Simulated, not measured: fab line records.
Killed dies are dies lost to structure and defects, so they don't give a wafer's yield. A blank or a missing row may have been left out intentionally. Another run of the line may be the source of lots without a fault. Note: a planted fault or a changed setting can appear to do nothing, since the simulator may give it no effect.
fab line records	flow nand_harc
record: lots: 6	wafers: 18	last_day: 33
route steps=1302 shown A_CHANNEL_HOLE_D2@607 A_CHANNEL_FILL_D2@610 END@1302
lots with no fault: from the same line, run without faults
start_h: hours from the record's opening day to when the first of the lot's shown wafers began	wait_h: how many hours have passed since the lot's step before this one	" same as the row above	L1.1+2: a single row standing in for several wafers	- no value, or no start was given	* or withheld: withheld	< > ~ a bound
route shown NAME@n: a module of which the file shows steps, and the number in the route of the first	usual: average and standard deviation across the fault-free wafers	same: alike in all rows	chamber/n: place in a boat	sites: per-site readings	_std_site: how widely they spread, as a standard deviation	_edge_site: the outer-site mean with the inner-site mean subtracted	radius_mm: how far each site lies from the wafer's centre	mask NAME#n: copy n	behind: the last tool/chamber to shape the wafer	hold: why the lot went on hold/how many hours it stayed there/how the hold came to an end	device: whichever transistor did not switch (one of n, p or np)	end of line: the route-end tests of the same wafers	for a step that has no rows: nothing shown but its recipe	killed: dies that structure and defects cost at the first sort, which is not the same as the wafer's yield	map: a wafer's dies, x killed, . not, _ none there
set.NAME: the setting as run; set.NAME@STEP: as run at that earlier step	model.NAME: the simulator's own value behind a step, which no gauge read
lots at some steps of the route; a table a step, a row a wafer
services: a tool's chamber out of use, with start hour (start_h, from the record's first day; less than 0 if before it), hours out, and reason
== steps ==
step: NHARC_A_CHANNEL_HOLE_D2_CD_MEAS_31
usual: cd_nm: 89.6/1.9
lot.wafer	tool	chamber	start_h	wait_h	cd_nm
L320.1	cd_sem-03	-	363.71	-	86.8
L320.4	"	-	"	"	90.4
L320.5	"	-	"	"	90.0
L325.3	cd_sem-01	-	412.31	-	89.3
L325.4	"	-	"	"	90.5
L325.6	"	-	"	"	88.4
L324.2	cd_sem-03	-	413.16	-	95.1
L324.3	"	-	"	"	87.4
L324.5	"	-	"	"	88.8
L326.1	cd_sem-02	-	440.58	-	90.2
L326.2	"	-	"	"	93.3
L326.6	"	-	"	"	88.3
L330.1	cd_sem-03	-	461.93	-	87.9
L330.3	"	-	"	"	88.9
L330.5	"	-	"	"	91.2
L335.1	cd_sem-02	-	514.62	-	87.3
L335.4	"	-	"	"	90.7
L335.6	"	-	"	"	88.2
step: NHARC_A_CHANNEL_HOLE_D2_XSEM_32
recipe: landing_energy_ev: 35000
usual: bot_cd_nm: 74.2/1.9	bow_nm: 8.75/0.28	tilt_deg: 0.07/0.042
lot.wafer	tool	chamber	start_h	wait_h	bot_cd_nm	bow_nm	tilt_deg
L320.1	xsem-01	0	363.80	0.1	70.3	8.87	0.07
L320.4	"	0	"	"	73.2	8.79	0.07
L320.5	"	0	"	"	73.6	8.87	0.06
L325.3	xsem-01	0	412.40	0.1	73.8	8.79	-0.02
L325.4	"	0	"	"	75.7	8.74	-0.03
L325.6	"	0	"	"	72.8	8.74	-0.02
L324.2	xsem-02	0	413.25	0.1	79.4	8.58	0.07
L324.3	"	0	"	"	71.7	8.55	0.07
L324.5	"	0	"	"	73.0	8.49	0.07
L326.1	xsem-02	0	440.67	0.1	76.4	8.67	0.16
L326.2	"	0	"	"	78.7	8.62	0.16
L326.6	"	0	"	"	73.1	8.63	0.16
L330.1	xsem-02	0	462.03	0.1	73.0	9.02	0.09
L330.3	"	0	"	"	74.3	9.10	0.09
L330.5	"	0	"	"	76.3	8.96	0.09
L335.1	xsem-01	0	514.70	0.1	71.4	8.50	0.06
L335.4	"	0	"	"	74.3	8.53	0.06
L335.6	"	0	"	"	72.4	8.57	0.06
step: NHARC_A_CHANNEL_HOLE_D2_INSPECT_40
usual: raw_defect_count: 261/64
lot.wafer	tool	chamber	start_h	wait_h	raw_defect_count
L320.1	defect_inspect-02	-	363.90	-	259
L320.4	"	-	"	"	317
L320.5	"	-	"	"	336
L325.3	defect_inspect-02	-	412.49	-	227
L325.4	"	-	"	"	307
L325.6	"	-	"	"	319
L324.2	defect_inspect-02	-	413.35	-	190
L324.3	"	-	"	"	136
L324.5	"	-	"	"	237
L326.1	defect_inspect-01	-	440.77	-	235
L326.2	"	-	"	"	217
L326.6	"	-	"	"	224
L330.1	defect_inspect-01	-	462.12	-	344
L330.3	"	-	"	"	221
L330.5	"	-	"	"	181
L335.1	defect_inspect-02	-	514.80	-	154
L335.4	"	-	"	"	155
L335.6	"	-	"	"	209
step: NHARC_A_CHANNEL_FILL_D2_PRECLEAN_00
recipe: time_s: *	temp_c: 50	bath_age_min: 0	chemistry: SC1
step: NHARC_A_CHANNEL_FILL_D2_SRD_01
step: NHARC_A_CHANNEL_FILL_D2_ALD_02
recipe: target_thk_a: 60	pulse_time_s: 10	ald_cycles: 60	temp_c: 300	material: SiO2
usual: heater_power_w: 474/42	precursor_pulse_height_rel: 1.000/0.02
same: pulse_time_s: 10
lot.wafer	tool	chamber	start_h	wait_h	heater_power_w	precursor_pulse_height_rel
L320.4	ald_hk-03	1	365.07	-	457	0.973
L320.1	"	0	"	"	488	1.005
L320.5	"	2	"	"	430	1.040
L325.3	ald_hk-01	1	412.75	-	457	1.023
L325.4	"	2	"	"	549	0.977
L325.6	"	1	"	"	441	0.996
L324.2	ald_hk-03	1	413.54	-	446	0.987
L324.3	"	0	"	"	483	0.975
L324.5	"	2	"	"	429	1.001
L326.2	ald_hk-01	0	441.05	-	525	0.985
L326.1	"	1	"	"	456	0.978
L326.6	"	3	"	"	439	0.982
L330.3	ald_hk-03	1	462.32	-	463	1.016
L330.1	"	0	"	"	488	1.017
L330.5	"	1	"	"	467	1.001
L335.4	ald_hk-03	0	515.04	0.1	481	0.982
L335.1	"	2	"	"	418	1.012
L335.6	"	0	"	"	477	1.036
step: NHARC_A_CHANNEL_FILL_D2_ALD_03
recipe: target_thk_a: 60	pulse_time_s: 60	ald_cycles: 58	temp_c: 630	pressure_torr: 2	material: SiNx
usual: precursor_pulse_height_rel: 1.000/0.018
same: pulse_time_s: 60
lot.wafer	tool	chamber	start_h	wait_h	precursor_pulse_height_rel
L320.1	ald_sin_batch-03	0	-	-	1.010
L320.4	"	0	"	"	0.998
L320.5	"	0	"	"	0.989
L324.2	ald_sin_batch-01	0	-	-	1.012
L324.3	"	0	"	"	1.009
L324.5	"	0	"	"	0.985
L325.3	ald_sin_batch-01	0	-	-	1.003
L325.4	"	0	"	"	0.963
L325.6	"	0	"	"	1.025
L326.1	ald_sin_batch-02	0	-	-	0.999
L326.2	"	0	"	"	0.979
L326.6	"	0	"	"	0.986
L330.1	ald_sin_batch-03	0	-	-	1.004
L330.3	"	0	"	"	0.999
L330.5	"	0	"	"	1.026
L335.1	ald_sin_batch-02	0	-	-	1.004
L335.4	"	0	"	"	0.986
L335.6	"	0	"	"	0.961
step: NHARC_A_CHANNEL_FILL_D2_ALD_14
recipe: target_thk_a: 25	pulse_time_s: 10	ald_cycles: 25	temp_c: 300	material: SiO2
step: NHARC_A_CHANNEL_FILL_D2_ALD_15
recipe: target_thk_a: 20	pulse_time_s: 60	ald_cycles: 19	temp_c: 630	pressure_torr: 2	material: SiNx
usual: precursor_pulse_height_rel: 0.999/0.019
same: pulse_time_s: 60
lot.wafer	tool	chamber	start_h	wait_h	precursor_pulse_height_rel
L320.1	ald_sin_batch-02	0	-	-	1.004
L320.4	"	0	"	"	1.005
L320.5	"	0	"	"	0.970
L324.2	ald_sin_batch-02	0	-	-	1.011
L324.3	"	0	"	"	1.018
L324.5	"	0	"	"	1.016
L325.3	ald_sin_batch-02	0	-	-	1.045
L325.4	"	0	"	"	1.000
L325.6	"	0	"	"	1.038
L326.1	ald_sin_batch-02	0	-	-	0.974
L326.2	"	0	"	"	0.977
L326.6	"	0	"	"	1.006
L330.1	ald_sin_batch-02	0	-	-	0.970
L330.3	"	0	"	"	1.051
L330.5	"	0	"	"	0.975
L335.1	ald_sin_batch-02	0	-	-	0.969
L335.4	"	0	"	"	1.003
L335.6	"	0	"	"	1.002
step: NHARC_A_CHANNEL_FILL_D2_ALD_16
recipe: target_thk_a: 15	pulse_time_s: 10	ald_cycles: 15	temp_c: 300	material: SiO2
step: NHARC_A_CHANNEL_FILL_D2_ANNEAL_17
recipe: temp_c: 850	time_s: 1800
step: NHARC_A_CHANNEL_FILL_D2_CVD_18
recipe: target_thk_a: 30	temp_c: 550	material: poly-Si
step: NHARC_A_CHANNEL_FILL_D2_ETCHBACK_19
recipe: target_depth_a: 50	time_s: 1.7	hbr_flow_sccm: 150	cl2_flow_sccm: 50	rf_w: 400	icp_w: 400	bias_w: 100	chemistry: HBr/Cl2
usual: bias_w: 100.0/0.31	chamber_pressure_mTorr: 14.999/0.013	drypump_motor_current_A: 5.8/0.4	oes_product_au: 1.001/0.011	throttle_valve_pct: 26.406/0.0083
lot.wafer	tool	chamber	start_h	wait_h	bias_w	chamber_pressure_mTorr	drypump_motor_current_A	oes_product_au	rf_hours_counter_h	throttle_valve_pct
L320.1	rie_si-02	3	388.99	0.4	100.1	14.995	5.8	1.008	0.61	26.431
L320.4	"	1	"	"	100.0	15.004	5.2	1.013	0.66	26.411
L320.5	"	3	"	"	100.1	14.996	5.8	1.011	-	26.413
L325.3	rie_si-06	3	438.83	0.4	-	-	-	-	-	-
L325.4	"	2	"	"	-	-	-	-	-	-
L325.6	"	3	"	"	-	-	-	-	-	-
L324.2	rie_si-05	3	438.83	0.4	-	-	-	-	-	-
L324.3	"	1	"	"	-	-	-	-	-	-
L324.5	"	0	"	"	-	-	-	-	-	-
L326.2	rie_si-05	1	464.44	0.4	100.2	14.994	6.0	0.987	0.96	26.411
L326.1	"	2	"	"	100.2	14.994	5.6	1.010	1.00	26.396
L326.6	"	2	"	"	100.3	15.007	5.6	1.006	-	26.383
L330.1	rie_si-06	1	485.35	0.4	99.8	14.996	5.9	0.997	0.25	26.403
L330.3	"	2	"	"	99.5	14.979	6.0	1.012	0.29	26.388
L330.5	"	3	"	"	99.7	14.987	5.7	1.008	-	26.408
L335.4	rie_si-02	0	540.34	0.4	99.8	14.989	5.9	1.003	0.41	26.410
L335.1	"	3	"	"	99.5	14.993	5.9	0.993	0.46	26.403
L335.6	"	0	"	"	99.8	14.972	5.8	0.999	-	26.402
step: NHARC_A_CHANNEL_FILL_D2_ETCHBACK_20
recipe: target_depth_a: 270	time_s: 13.5	c4f8_flow_sccm: withheld	o2_flow_sccm: 8	ar_flow_sccm: withheld	rf_w: 600	bias_w: 1500	chemistry: C4F8/O2/Ar
usual: bias_w: 1500/4.6	chamber_pressure_mTorr: 25.000/0.023	oes_product_au: 0.989/0.027	rf_vpp_V: 979/4.9
lot.wafer	tool	chamber	start_h	wait_h	bias_w	chamber_pressure_mTorr	oes_product_au	rf_hours_counter_h	rf_vpp_V
L320.4	rie_diel-05	0	389.13	-	1499	25.002	0.947	4	977
L320.1	"	1	"	"	1496	24.999	0.944	3	979
L320.5	"	3	"	"	1500	24.969	0.953	-	979
L324.2	rie_diel-01	1	438.96	-	1503	25.040	0.925	2	985
L324.3	"	0	"	"	1503	25.024	0.926	2	980
L324.5	"	0	"	"	1499	24.979	0.919	-	979
L325.3	rie_diel-07	0	438.96	-	1499	24.994	1.025	20	983
L325.4	"	2	"	"	1501	25.072	1.004	19	979
L325.6	"	1	"	"	1494	24.988	1.000	-	968
L326.1	rie_diel-01	2	464.58	-	1494	25.021	0.958	1	981
L326.2	"	0	"	"	1498	24.978	0.954	3	978
L326.6	"	1	"	"	1499	25.004	0.950	-	985
L330.1	rie_diel-01	1	485.46	-	1505	24.991	1.010	4	984
L330.3	"	2	"	"	1497	24.979	1.002	3	982
L330.5	"	0	"	"	1504	24.986	1.007	-	979
L335.4	rie_diel-01	3	540.46	-	1490	25.032	0.956	4	988
L335.1	"	1	"	"	1505	24.969	0.963	5	985
L335.6	"	3	"	"	1499	24.993	0.952	-	986
step: NHARC_END_SORT_01
recipe: temp_c: 25
usual: killed_at_array: 52/16	killed_at_other: 0.8/0.98	killed_at_periphery: 4.2/2.9	killed_dies: 57/16	killed_open: 3.3/1.9	killed_short: 2.5/1.5
same: gross_dies: 677
lot.wafer	tool	chamber	start_h	wait_h	killed_at_array	killed_at_other	killed_at_periphery	killed_dies	killed_open	killed_short
L320.1	prober-01	0	624.73	2.5	93	0	1	94	3	0
L320.4	prober-01	0	627.15	3.4	81	0	3	84	4	1
L320.5	prober-01	0	627.95	3.7	69	0	2	71	2	1
L325.3	prober-01	0	669.47	3.1	675	0	2	677	4	4
L325.4	prober-01	0	670.27	3.4	675	1	1	677	2	2
L325.6	prober-01	0	671.89	4.0	674	2	1	677	3	3
L324.2	prober-02	0	671.90	2.8	669	0	8	677	7	5
L324.3	prober-02	0	672.70	3.1	671	1	5	677	4	2
L324.5	prober-02	0	674.29	3.7	668	1	8	677	5	3
L335.1	prober-02	0	780.25	2.5	61	2	3	66	6	5
L335.4	prober-02	0	782.66	3.4	50	1	3	54	3	1
L335.6	prober-02	0	784.27	4.0	51	1	1	53	2	1
killed by level:class
L320.1 A_SLIT:chamber_film_flake=38 A_CHANNEL_HOLE_D1:chamber_film_flake=32 A_CHANNEL_HOLE_D2:chamber_film_flake=11 A_STAIRCASE:chamber_film_flake=3 A_WL_FILL:geometric_particle:open=2 A_M0:geometric_particle:open=1 P_STI:chamber_film_flake=1 A_ZERO_WELL:chamber_film_flake=1
L320.4 A_SLIT:chamber_film_flake=29 A_CHANNEL_HOLE_D1:chamber_film_flake=23 A_CHANNEL_HOLE_D2:chamber_film_flake=11 A_WL_FILL:chamber_film_flake=6 A_M0:chamber_film_flake=4 A_CONTACT:chamber_film_flake=3 A_CHANNEL_FILL_D1:chamber_film_flake=2 P_STI:geometric_particle:open=1
L320.5 A_SLIT:chamber_film_flake=29 A_CHANNEL_HOLE_D1:chamber_film_flake=19 A_CHANNEL_HOLE_D2:chamber_film_flake=13 P_ZERO_WELL:chamber_film_flake=2 A_WL_FILL:chamber_film_flake=2 A_CONTACT:chamber_film_flake=2 A_CHANNEL_HOLE_D1:geometric_particle:short=1 A_CONTACT:geometric_particle:open=1
L325.3 A_CHANNEL_FILL_D2:area_etchback=645 A_CHANNEL_HOLE_D1:chamber_film_flake=19 A_CHANNEL_FILL_D1:geometric_particle:short=3 P_CONTACT:geometric_particle:open=2 A_DECK1_JOINT:geometric_particle:short=1 A_CONTACT:geometric_particle:open=1 A_M1:geometric_particle:open=1 A_CHANNEL_FILL_D1:chamber_film_flake=1
L325.4 A_CHANNEL_FILL_D2:area_etchback=632 A_CHANNEL_HOLE_D1:chamber_film_flake=31 A_BLC:chamber_film_flake=4 P_CONTACT:geometric_particle:open=1 A_SOURCE_PLATE:geometric_particle:open=1 A_CHANNEL_HOLE_D1:geometric_particle:short=1 A_WL_FILL:geometric_particle:short=1 A_ZERO_WELL:chamber_film_flake=1
L325.6 A_CHANNEL_FILL_D2:area_etchback=636 A_CHANNEL_HOLE_D1:chamber_film_flake=30 A_DECK1_JOINT:chamber_film_flake=2 THIN_TSV:chamber_film_flake=2 P_M0:geometric_particle:short=1 A_ONON_D1:geometric_particle:open=1 A_CHANNEL_FILL_D1:geometric_particle:open=1 A_CHANNEL_FILL_D1:geometric_particle:short=1
L324.2 A_CHANNEL_FILL_D2:area_etchback=614 A_SLIT:chamber_film_flake=19 A_CHANNEL_HOLE_D2:chamber_film_flake=17 P_STI:chamber_film_flake=4 A_CHANNEL_HOLE_D1:chamber_film_flake=3 A_ONON_D2:geometric_particle:short=2 A_M0:geometric_particle:open=2 A_WL_FILL:chamber_film_flake=2
L324.3 A_CHANNEL_FILL_D2:area_etchback=607 A_SLIT:chamber_film_flake=33 A_CHANNEL_HOLE_D2:chamber_film_flake=10 A_CHANNEL_HOLE_D1:chamber_film_flake=7 A_CHANNEL_FILL_D1:chamber_film_flake=5 P_STI:chamber_film_flake=3 A_M0:geometric_particle:open=2 A_STAIRCASE:chamber_film_flake=2
L324.5 A_CHANNEL_FILL_D2:area_etchback=631 A_SLIT:chamber_film_flake=19 A_CHANNEL_HOLE_D2:chamber_film_flake=7 A_CHANNEL_HOLE_D1:chamber_film_flake=3 P_GATE:geometric_particle:open=2 P_CONTACT:geometric_particle:open=2 A_CHANNEL_FILL_D2:geometric_particle:short=2 P_STI:chamber_film_flake=2
L335.1 A_SLIT:chamber_film_flake=41 A_CONTACT:chamber_film_flake=6 A_ONON_D2:geometric_particle:short=2 A_DECK1_JOINT:chamber_film_flake=2 THIN_TSV:chamber_film_flake=2 P_M0:geometric_particle:open=1 P_M1:geometric_particle:open=1 A_SOURCE_PLATE:geometric_particle:short=1
L335.4 A_SLIT:chamber_film_flake=34 A_CONTACT:chamber_film_flake=4 A_M0:geometric_particle:open=2 P_GATE:chamber_film_flake=2 A_CHANNEL_HOLE_D1:chamber_film_flake=2 A_CHANNEL_FILL_D2:chamber_film_flake=2 A_ONON_D2:geometric_particle:short=1 A_WL_FILL:geometric_particle:open=1
L335.6 A_SLIT:chamber_film_flake=39 A_CONTACT:chamber_film_flake=6 A_BONDPAD:chamber_film_flake=3 P_M0:geometric_particle:open=1 A_ONON_D2:geometric_particle:open=1 A_CONTACT:geometric_particle:short=1 A_CHANNEL_HOLE_D1:chamber_film_flake=1 THIN_TSV:chamber_film_flake=1
map L324.2 (x killed, . not)
____________x____________
_________xxxxxxx_________
_______xxxxxxxxxxx_______
______xxxxxxxxxxxxx______
_____xxxxxxxxxxxxxxx_____
____xxxxxxxxxxxxxxxxx____
____xxxxxxxxxxxxxxxxx____
___xxxxxxxxxxxxxxxxxxx___
___xxxxxxxxxxxxxxxxxxx___
__xxxxxxxxxxxxxxxxxxxxx__
__xxxxxxxxxxxxxxxxxxxxx__
_xxxxxxxxxxxxxxxxxxxxxxx_
_xxxxxxxxxxxxxxxxxxxxxxx_
_xxxxxxxxxxxxxxxxxxxxxxx_
_xxxxxxxxxxxxxxxxxxxxxxx_
_xxxxxxxxxxxxxxxxxxxxxxx_
xxxxxxxxxxxxxxxxxxxxxxxxx
xxxxxxxxxxxxxxxxxxxxxxxxx
xxxxxxxxxxxxxxxxxxxxxxxxx
xxxxxxxxxxxxxxxxxxxxxxxxx
xxxxxxxxxxxxxxxxxxxxxxxxx
_xxxxxxxxxxxxxxxxxxxxxxx_
_xxxxxxxxxxxxxxxxxxxxxxx_
_xxxxxxxxxxxxxxxxxxxxxxx_
_xxxxxxxxxxxxxxxxxxxxxxx_
_xxxxxxxxxxxxxxxxxxxxxxx_
__xxxxxxxxxxxxxxxxxxxxx__
__xxxxxxxxxxxxxxxxxxxxx__
___xxxxxxxxxxxxxxxxxxx___
___xxxxxxxxxxxxxxxxxxx___
____xxxxxxxxxxxxxxxxx____
____xxxxxxxxxxxxxxxxx____
_____xxxxxxxxxxxxxxx_____
______xxxxxxxxxxxxx______
_______xxxxxxxxxxx_______
_________xxxxxxx_________
____________x____________
map L325.3 (x killed, . not)
____________x____________
_________xxxxxxx_________
_______xxxxxxxxxxx_______
______xxxxxxxxxxxxx______
_____xxxxxxxxxxxxxxx_____
____xxxxxxxxxxxxxxxxx____
____xxxxxxxxxxxxxxxxx____
___xxxxxxxxxxxxxxxxxxx___
___xxxxxxxxxxxxxxxxxxx___
__xxxxxxxxxxxxxxxxxxxxx__
__xxxxxxxxxxxxxxxxxxxxx__
_xxxxxxxxxxxxxxxxxxxxxxx_
_xxxxxxxxxxxxxxxxxxxxxxx_
_xxxxxxxxxxxxxxxxxxxxxxx_
_xxxxxxxxxxxxxxxxxxxxxxx_
_xxxxxxxxxxxxxxxxxxxxxxx_
xxxxxxxxxxxxxxxxxxxxxxxxx
xxxxxxxxxxxxxxxxxxxxxxxxx
xxxxxxxxxxxxxxxxxxxxxxxxx
xxxxxxxxxxxxxxxxxxxxxxxxx
xxxxxxxxxxxxxxxxxxxxxxxxx
_xxxxxxxxxxxxxxxxxxxxxxx_
_xxxxxxxxxxxxxxxxxxxxxxx_
_xxxxxxxxxxxxxxxxxxxxxxx_
_xxxxxxxxxxxxxxxxxxxxxxx_
_xxxxxxxxxxxxxxxxxxxxxxx_
__xxxxxxxxxxxxxxxxxxxxx__
__xxxxxxxxxxxxxxxxxxxxx__
___xxxxxxxxxxxxxxxxxxx___
___xxxxxxxxxxxxxxxxxxx___
____xxxxxxxxxxxxxxxxx____
____xxxxxxxxxxxxxxxxx____
_____xxxxxxxxxxxxxxx_____
______xxxxxxxxxxxxx______
_______xxxxxxxxxxx_______
_________xxxxxxx_________
____________x____________
== services ==
tool	chamber	start_h	hours	kind
rie_diel-01	0	359.80	-	clean
rie_diel-01	1	359.80	-	clean
rie_diel-01	2	359.80	-	clean
rie_diel-01	3	359.80	-	clean
xsem-02	-	371.11	0.9	repair
xsem-01	-	374.00	14.0	pm
rie_diel-01	-	380.80	9.0	pm
rie_diel-05	-	406.60	9.0	pm
rie_diel-01	2	407.91	3.4	repair
rie_diel-01	1	409.87	2.8	repair
rie_si-05	3	413.92	7.3	repair
ald_hk-03	-	417.17	10.0	pm
rie_si-06	-	426.00	9.0	pm
rie_diel-01	2	429.60	15.6	repair
rie_si-02	-	454.00	9.0	pm
rie_diel-07	-	471.30	9.0	pm
ald_sin_batch-02	-	476.93	22.4	repair
rie_si-05	-	482.04	9.0	pm
rie_diel-01	3	488.24	22.4	repair
rie_si-06	-	491.73	0.7	repair
rie_diel-01	1	503.50	9.0	repair
ald_sin_batch-01	-	506.00	26.0	pm
rie_si-05	1	511.86	6.2	repair
rie_diel-05	-	515.92	0.3	repair
== key ==
first_sign: step: NHARC_A_CHANNEL_FILL_D2_ETCHBACK_19	reading: tool_record	direction: missing
effect: step: NHARC_END_SORT_01	reading: killed_at_array	direction: up	sigmas: 39	usual: 52	struck: 672
more_kills_born_at: NHARC_A_CHANNEL_FILL_D2_ETCHBACK_19@rie_si-06: 1911	NHARC_A_CHANNEL_FILL_D2_ETCHBACK_19@rie_si-05: 1851
met_at NHARC_A_CHANNEL_FILL_D2_ETCHBACK_19
struck_wafers L324.2,L324.3,L324.5,L325.3,L325.4,L325.6
later_rows_left_out L324.2,L324.3,L324.5,L325.3,L325.4,L325.6
tester_left_out L324,L325
fault: kind: skipped_step_whole	tool: rie_si-05,rie_si-06	chamber: -	onset_h: 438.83	steps: NHARC_A_CHANNEL_FILL_D2_ETCHBACK_19	scope: struck_lots_only
tester_left_out: of these lots the tester's yield and bins aren't shown, on N5 and GAA mostly nor the transistor test; their killed dies are dies lost to structure and defects alone, not to doping, threshold or leakage, so they don't give the yield
later_rows_left_out: the simulator's readings of these wafers behind a module that went badly wrong aren't trusted and aren't shown, but for the sort
